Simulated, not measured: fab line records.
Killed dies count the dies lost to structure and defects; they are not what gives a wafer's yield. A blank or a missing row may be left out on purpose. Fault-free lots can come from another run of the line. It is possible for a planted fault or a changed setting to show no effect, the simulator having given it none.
A struck lot beside a sound one    flow n5 finfet    36 out of 1938 route steps
Sound: these wafers, L629.2, L629.3, L629.4. The struck wafers were L648.2, L648.3, L648.4. The cause is named last.
For every step that has rows: the tool of each side, followed by ch and its chambers, followed by its first start. Under that, the readings that differ: sound wafers    struck wafers    difference of the means    sigmas: that difference in standard deviations of wafers without a fault.
alike: words and numbers the same on both sides, and readings whose means are apart by under 2 such deviations; not compared: readings that were withheld, readings missing a value for some wafer, numbers with overlapping values and no deviation given by the record, and bounds like >300 which may hide the same value.
Wherever a step has rows on one side only, a row that says differs or no value, or a row with sigmas, the two part there. Non-overlapping numbers with no deviation appear without sigmas and do not part them. A reading that every wafer of one side lacks parts them only if that side has two wafers or more.

first, 9 steps without rows for these wafers: N5_ILD0_PRECLEAN_10 (cleans in NF3:NH3, afs cycles 5, time 20 s, sublimation time 60 s); N5_ILD0_ALD_15 (deposits SiNx, target thk 24 nm, pulse time 1 s, ald cycles 480); N5_ILD0_CMP_12 (polishes SiNx, stops on poly-Si, t overpolish 6 s, target thk 17.67 nm); N5_SDB_HM_DEP_00 (deposits SiNx from SiH4/NH3/N2, target thk 40 nm, time 35.3 s); N5_SDB_COAT_03 (time 60 s, resist thk 100 nm); N5_SDB_COAT_04 (time 60 s, resist thk 18 nm); N5_SDB_COAT_05 (resist thk 90 nm); N5_SDB_EBR_07; N5_SDB_SOFTBAKE_06 (time 60 s).
N5_SDB_EXPOSE_08: exposes mask SDB.
  sound on arfi scanner-03 ch 0, day 4 15:06; struck on arfi scanner-02 ch 0, day 9 01:13
reading               sound              struck             difference  sigmas
exposure dose mJ cm2  49.66 49.67 49.57  46.35 46.43 46.38  -3.25       -57
  alike: mask
then, 2 steps without rows for these wafers: N5_SDB_PEB_09 (peb time 60 s); N5_SDB_DEVELOP_10 (develop time 30 s).
N5_SDB_CD_MEAS_11 targets a cd of 50 nm.
  sound on cd sem-02 ch 0, day 4 15:13; struck on cd sem-02 ch 0, day 9 01:20
reading     sound           struck          difference  sigmas
cd nm (nm)  47.4 48.8 51.1  43.8 46.0 41.4  -5.4        -4
then, 21 steps without rows for these wafers: N5_SDB_DESCUM_16 (chemistry O2, time 7.9 s); N5_SDB_ETCH_17 (etches SiARC in CF4, target depth 23.4 nm, time 39 s); N5_SDB_ETCH_18 (etches SOC in N2/H2, target depth 100 nm, overetch 20 nm, time 150 s); N5_SDB_STRIP_19 (strips in N2/H2); N5_SDB_STRIP_21 (strips in CF4); N5_SDB_HM_OPEN_20 (chemistry CH3F/O2, target SiNx, stops on poly-Si, target depth 24 nm); N5_SDB_STRIP_22 (strips in N2/H2); N5_SDB_PRECLEAN_23 (cleans in dHF, time 30 s); N5_SDB_DUMMY_REMOVE_24 (chemistry TMAH, target poly-Si, stops on SiO2, target depth 142 nm, time 57 s, rinse time 30 s); N5_SDB_ETCH_25 (etches SiO2 in C4F6/O2, target depth 10 nm, time 3.3 s); N5_SDB_CUT_ETCH_26 (etches Si in HBr/Cl2/O2, target depth 129.6 nm, bt time 20 s, time 51.8 s); N5_SDB_PRECLEAN_38 (cleans in dHF, time 10 s); N5_SDB_PRECLEAN_39 (cleans in O3/DIW, time 45 s); N5_SDB_SRD_28 (time 30 s); N5_SDB_ALD_29 (deposits SiNx, target thk 30 nm, pulse time 1 s, ald cycles 600); N5_SDB_CMP_30 (polishes, stops on poly-Si, t overpolish 1.54 s, target thk 30 nm); N5_DUMMY_REMOVAL_HM_STRIP_01 (strips SiNx in CH3F/O2, stops on poly-Si, target depth 4 nm, time 6.8 s); N5_DUMMY_REMOVAL_STRIP_10 (strips in N2/H2, time 40 s); N5_DUMMY_REMOVAL_PRECLEAN_07 (cleans in dHF, time 30 s); N5_DUMMY_REMOVAL_DUMMY_REMOVE_02 (chemistry TMAH, target poly-Si, stops on SiO2, target depth 142 nm, time 57 s, rinse time 30 s); N5_DUMMY_REMOVAL_PRECLEAN_08 (cleans in NF3:NH3, afs cycles 2, time 20 s, sublimation time 60 s).
-- record jumps: 6 days separate the struck wafers' starts on either side; left off in module DUMMY_REMOVAL, taken up again in module BEOL_M4, whose first shown step is the route's number 1111 --
N5_BEOL_M4_RC_MEAS_101:
  sound on prober-02 ch 0, day 10 23:16; struck on prober-02 ch 0, day 14 20:07
  alike: DIBL_N, DIBL_P, IOFF_N, IOFF_P, ION_N, ION_P, SS_N, SS_P, VT_N, VT_P
-- here the record skips 4 days between the struck wafers' starts before and after, leaving off in module BEOL_M4 and picking up in module PASSIVATION (first step shown: number 1936 of the route) --
N5_PASSIVATION_PROBE_49:
  only the struck wafers here have rows in the record (prober-02, day 19 06:27); the sound ones have none

== WHERE THEY PART ==
At N5_SDB_EXPOSE_08 first; at N5_PASSIVATION_PROBE_49 last (within this record only).

WHY: whatever the simulator had introduced
Process parameters drifting: arfi scanner-02 at N5_SDB_EXPOSE_08, beginning at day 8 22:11. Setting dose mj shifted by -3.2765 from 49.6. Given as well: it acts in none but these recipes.
